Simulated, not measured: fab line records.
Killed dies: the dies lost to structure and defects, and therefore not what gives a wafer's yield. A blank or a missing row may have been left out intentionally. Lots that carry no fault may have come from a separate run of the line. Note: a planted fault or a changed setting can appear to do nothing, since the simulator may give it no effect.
Matching of chambers -- flow nandHarc -- NHARC_A_CHANNEL_FILL_D2_ALD_14 on aldHk-03: 4 sister chambers
The step deposits SiO2, target thk 2.5 nm, pulse time 10 s, ald cycles 25. 4 wafers are shown with their chamber, then 8 later ones without.

== EACH WAFER AND ITS CHAMBER ==
wafer,chamber,heaterPowerW (W)
L083.3,1,473
L083.5,3,468
L091.6,2,477
L094.1,0,464

== WAFERS MISSING THEIR CHAMBER ==
wafer,heaterPowerW (W)
L094.2,479
L094.4,459
L095.2,466
L095.3,481
L095.6,478
L097.2,462
L097.4,473
L097.5,477

== CHAMBER TAKEN BY EACH ==
wafer,from the rows above,in truth
L094.2,can't be placed: 2 or 1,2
L094.4,can't be placed: 0 or 3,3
L095.2,can't be placed: 0 or 3 or 1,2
L095.3,can't be placed: 2 or 1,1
L095.6,can't be placed: 2 or 1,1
L097.2,can't be placed: 0 or 3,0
L097.4,can't be placed: 1 or 2 or 3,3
L097.5,can't be placed: 2 or 1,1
0 of 8 placed correctly. Cannot be placed on the basis of these rows: 8; the candidates contain the true chamber in 7. 0 placed wrongly.
How it was worked out, from the rows above alone: a wafer's distance from a chamber is the root of the sum, over the readings, of the square of ((its reading less the chamber's mean) divided by the reading's scatter). If the next closest chamber is less than 2 further off than the closest, the wafer can't be placed; otherwise it belongs to the closest. For every chamber, the mean is computed from those of its wafers that are shown. The scatter (one wafer shown for each chamber): square how far every hidden wafer sits from the nearest shown wafer, average those squares and take the square root.
